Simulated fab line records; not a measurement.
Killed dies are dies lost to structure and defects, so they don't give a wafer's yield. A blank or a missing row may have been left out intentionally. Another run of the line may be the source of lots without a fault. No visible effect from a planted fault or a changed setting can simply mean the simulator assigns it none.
Struck lot and sound lot, side by side | flow n5 finfet | 14 out of 1938 route steps
Sound: wafers L241.2, L241.3, L241.6. The struck wafers were L240.2, L240.4, L240.5. At the end, the cause is stated.
Order at every step that has rows: each side's tool, ch and its chambers, its first start. Under that, the readings that differ: sound wafers | struck wafers | difference of the means | sigmas: that difference in standard deviations of wafers without a fault.
alike: words and numbers the same on both sides, and readings whose means are apart by under 2 such deviations; not compared: readings that were withheld, readings missing a value for some wafer, numbers with overlapping values and no deviation given by the record, and bounds like >300 which may hide the same value.
A row with sigmas, a row that says differs or no value, or rows on one side alone: a step with any of these is where the two part. Numbers that have no deviation but don't overlap get no sigmas and don't part them. A reading missing from all wafers of one side parts the sides only when that side holds two or more wafers.

N5_BEOL_M0_SAQP_SPACER2_ALD_26: deposits SiO2, target thk 15 nm, pulse time 1 s, purge time 2 s.
  sound on ald sin-03 ch 0,2,3, day 10 06:53; struck on ald sin-03 ch 1,2, day 9 21:29
  alike: heater power outer w, heater power w, precursor pulse height rel, susceptor temp C
N5_BEOL_M0_SAQP_SPACER2_ETCHBACK_27: etches SiO2 in CHF3/O2, target depth 22.5 nm, time 11.25 s.
  sound on rie diel-04 ch 0,1, day 10 07:26; struck on rie diel-04 ch 0,1,2, day 9 22:05
  alike: drypump motor current A, oes product au, rf vpp V, showerhead plenum p Torr, throttle valve pct
  not compared: rf hours counter h
N5_BEOL_M0_SAQP_MANDREL2_REMOVE_110: chemistry HBr/Cl2/O2, target a-Si, stops on SiCN, bt time 10 s.
  sound on rie si-04 ch 0,3, day 10 07:32; struck on rie si-04 ch 1,3, day 9 22:10
  alike: drypump motor current A, mfc cl2 sccm, oes product au, throttle valve pct
  not compared: rf hours counter h
N5_BEOL_M0_SAQP_CD_MEAS_29 targets a cd of 14.4 nm.
  sound on cd sem-01 ch 0, day 10 07:39; struck on cd sem-01 ch 0, day 9 22:17
  alike: cd nm
then, 8 steps without rows for these wafers: N5_BEOL_M0_SAQP_COAT_69 (time 60 s, resist thk 90 nm); N5_BEOL_M0_SAQP_COAT_72 (time 60 s, resist thk 15 nm); N5_BEOL_M0_SAQP_COAT_87 (time 60 s, resist thk 5 nm); N5_BEOL_M0_SAQP_COAT_34 (resist thk 30 nm); N5_BEOL_M0_SAQP_EBR_36; N5_BEOL_M0_SAQP_SOFTBAKE_35 (time 60 s); N5_BEOL_M0_SAQP_EXPOSE_37 (exposes mask M0 CUT1, target cd 30 nm); N5_BEOL_M0_SAQP_PEB_38 (peb time 60 s).
N5_BEOL_M0_SAQP_DEVELOP_39: develop time 30 s.
  struck on litho track-05, day 9 22:40; sound on litho track-05 ch 0, day 10 08:01
  no value came back on the struck wafers for chill plate temp C (C), develop time s (s); on the sound wafers chill plate temp C (C) reads 22.82 22.96 22.93
  reading                                           | sound          | struck   | difference | sigmas
  model.CAR-EUV_of_BEOL_M0_SAQP_COAT_34.thk nm (nm) | 29.4 29.4 29.4 | 30 30 30 | +1         |
N5_BEOL_M0_SAQP_CD_MEAS_40 targets a cd of 30 nm.
  sound on cd sem-02 ch 0, day 10 08:05; struck on cd sem-03 ch 0, day 9 22:43
  reading    | sound             | struck | difference                    | sigmas
  cd nm (nm) | 29.63 29.86 29.87 | - - -  | no value on the struck wafers |

== WHERE THEY PART ==
Earliest at N5_BEOL_M0_SAQP_DEVELOP_39; latest, in this record, at N5_BEOL_M0_SAQP_CD_MEAS_40.

WHY: whatever the simulator had introduced
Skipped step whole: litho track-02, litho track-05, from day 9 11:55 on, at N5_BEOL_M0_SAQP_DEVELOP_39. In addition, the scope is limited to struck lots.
